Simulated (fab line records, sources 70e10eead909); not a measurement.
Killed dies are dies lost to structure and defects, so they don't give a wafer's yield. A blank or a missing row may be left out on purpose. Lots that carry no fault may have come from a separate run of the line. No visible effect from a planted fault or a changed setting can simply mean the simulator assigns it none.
Chamber matching -- flow nand harc -- 4 sister chambers for NHARC_A_STAIRCASE_CMP_472 on cmp-03
The step polishes SiO2. 8 wafers are shown with their chamber, then 7 later ones without.

== WAFERS PAIRED WITH THEIR CHAMBERS ==
wafer,chamber,motor current A (A),pad life wafers
L079.3,1,12.5,19
L078.3,1,12.7,45
L080.2,2,14.1,128
L080.3,0,13.0,126
L082.4,0,12.9,213
L087.1,2,14.2,1
L089.4,3,12.2,140
L090.3,3,12.0,207

== WAFERS MISSING THEIR CHAMBER ==
wafer,motor current A (A),pad life wafers
L090.4,12.9,205
L092.1,11.7,273
L092.3,14.0,272
L096.3,13.1,361
L094.1,12.4,369
L094.3,13.1,368
L094.4,13.8,366

== THE CHAMBER EACH PASSED THROUGH ==
wafer,from the rows above,in truth
L090.4,0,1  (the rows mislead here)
L092.1,3,3
L092.3,2,2
L096.3,0,0
L094.1,can't be placed: 3 or 1 or 0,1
L094.3,0,0
L094.4,2,2
5 of 7 placed correctly. Can't be placed from these rows: 1 (the true chamber is among the candidates in 1). 1 placed wrongly.
How it was worked out, from the rows above alone: a wafer's distance from a chamber is the root of the sum, over the readings, of the square of ((its reading less the chamber's mean) divided by the reading's scatter). If the next closest chamber is less than 2 further off than the closest, the wafer can't be placed; otherwise it belongs to the closest. A chamber's mean is the mean of its shown wafers. How the scatter is found: for the shown wafers, subtract from each reading the mean of its chamber, square and add these, divide the total by (wafers less chambers), then take the root.
